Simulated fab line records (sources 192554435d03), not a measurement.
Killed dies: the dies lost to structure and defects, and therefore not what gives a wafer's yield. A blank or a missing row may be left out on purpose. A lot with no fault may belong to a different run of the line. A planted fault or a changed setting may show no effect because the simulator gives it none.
Split-lot trial | flow n5_finfet | 7 lots, 39 wafers read, on a route of 1938 steps

== THE SPLIT ==
At N5_DUMMY_GATE_ETCH_42 (etches SiO2 in CHF3/O2, target depth 3.5 nm, time 31 s), the setting bias_w was moved away from the recipe's 12 W on 15 of the 39 wafers read, by -14.9% to +16.6%. All remaining wafers had this setting at the recipe value.

The reading is taken at the split's own step.

== THE READING ==
rf_vpp_V, in V, at N5_DUMMY_GATE_ETCH_42 (etches SiO2 in CHF3/O2, target depth 3.5 nm, time 31 s). A value of 42.2 V with a standard deviation of 0.9 V is what fault-free wafers of this fab line usually give.

wafer  | tool, chamber at the split | bias_w as run, W | against the recipe | rf_vpp_V, V | against lot-mates on the recipe
L080.1 | rie_diel-04, 0             | 12               | recipe             | 43.0        | -
L080.3 | rie_diel-04, 2             | 12               | recipe             | 41.8        | -
L080.5 | rie_diel-04, 2             | 12               | recipe             | 43.8        | -
L082.1 | rie_diel-04, 0             | 10.64            | -11.3%             | 37.6        | -4.7
L082.2 | rie_diel-04, 2             | 12               | recipe             | 42.0        | -
L082.3 | rie_diel-04, 3             | 10.64            | -11.3%             | 39.3        | -3.0
L082.4 | rie_diel-04, 1             | 12               | recipe             | 41.5        | -
L082.5 | rie_diel-04, 3             | 10.64            | -11.3%             | 38.1        | -4.2
L082.6 | rie_diel-04, 2             | 12               | recipe             | 43.3        | -
L085.1 | rie_diel-05, 0             | 13.99            | +16.6%             | 47.7        | +4.2
L085.2 | rie_diel-05, 1             | 13.99            | +16.6%             | 48.7        | +5.2
L085.3 | rie_diel-05, 2             | 13.99            | +16.6%             | 46.2        | +2.7
L085.4 | rie_diel-05, 3             | 12               | recipe             | 43.3        | -
L085.5 | rie_diel-05, 0             | 12               | recipe             | 43.2        | -
L085.6 | rie_diel-05, 1             | 12               | recipe             | 44.0        | -
L086.1 | rie_diel-03, 2             | 13.09            | +9.1%              | 42.8        | +0.4
L086.2 | rie_diel-03, 1             | 12               | recipe             | 42.0        | -
L086.3 | rie_diel-03, 0             | 12               | recipe             | 43.3        | -
L086.4 | rie_diel-03, 2             | 13.09            | +9.1%              | 44.7        | +2.3
L086.5 | rie_diel-03, 0             | 13.09            | +9.1%              | 46.2        | +3.8
L086.6 | rie_diel-03, 1             | 12               | recipe             | 42.0        | -
L090.1 | rie_diel-04, 2             | 12               | recipe             | 42.3        | -
L090.2 | rie_diel-04, 1             | 12.9             | +7.5%              | 42.3        | +0.3
L090.3 | rie_diel-04, 3             | 12               | recipe             | 41.2        | -
L090.4 | rie_diel-04, 0             | 12               | recipe             | 42.6        | -
L090.5 | rie_diel-04, 1             | 12.9             | +7.5%              | 44.9        | +2.9
L090.6 | rie_diel-04, 0             | 12.9             | +7.5%              | 43.8        | +1.8
L095.1 | rie_diel-05, 3             | 12               | recipe             | 41.8        | -
L095.2 | rie_diel-05, 2             | 12               | recipe             | 42.2        | -
L095.3 | rie_diel-05, 1             | 12               | recipe             | 42.8        | -
L095.4 | rie_diel-05, 0             | 12               | recipe             | 40.1        | -
L095.5 | rie_diel-05, 3             | 12               | recipe             | 40.8        | -
L095.6 | rie_diel-05, 0             | 12               | recipe             | 42.5        | -
L097.1 | rie_diel-04, 1             | 12               | recipe             | 42.8        | -
L097.2 | rie_diel-04, 2             | 12               | recipe             | 42.3        | -
L097.3 | rie_diel-04, 0             | 12               | recipe             | 42.1        | -
L097.4 | rie_diel-04, 3             | 10.21            | -14.9%             | 36.2        | -6.2
L097.5 | rie_diel-04, 2             | 10.21            | -14.9%             | 38.7        | -3.7
L097.6 | rie_diel-04, 3             | 10.21            | -14.9%             | 36.3        | -6.1

THE FIT
A straight line over all 39 wafers: rf_vpp_V changes by +0.316 V for each +1% of bias_w; r = +0.92; the points scatter about the line by 1.1 V.
The same after taking each lot's own level away (the mean of its wafers on the recipe; 39 wafers): +0.294 V for each +1%; r = +0.92; scatter 0.97 V.
According to that fit, moving bias_w by its largest amount changes the reading by 4.9 V.
The span of the lots' own levels, 41.70 to 43.50 V, comes to 2.0 times the standard deviation stated above.
The two slopes are in agreement: the lot-to-lot level therefore moves the slope only a little.
Check: for one of the wafers moved furthest among these (+16.6%), held out of the fit, the line's prediction against its lot-mates is +4.66 V. It came out at +4.2 V against them.
Tool readings at the split's step, against how far the setting was moved: rf_vpp_V r = +0.92.

== THE OTHER SPLITS THESE WAFERS WENT THROUGH ==
Before the reading, these wafers also passed through other splits. Each is held against what the fit with the lots' levels taken away leaves over:
other split on the same wafers       | wafers away from the commonest value | r with rf_vpp_V (lot level and that fit taken away)
N5_WELL_APT_EXPOSE_22 dose_mj        | 18                                   | +0.08
N5_DUMMY_GATE_ETCH_37 source_w       | 15                                   | -0.22
N5_DUMMY_GATE_ETCH_31 target_depth_a | 15                                   | -0.10
N5_DUMMY_GATE_ETCH_32 time_s         | 15                                   | -0.23

== FILE'S OWN FIT ==
rf_vpp_V changes by +0.291 V for each +1% of bias_w, r = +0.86.
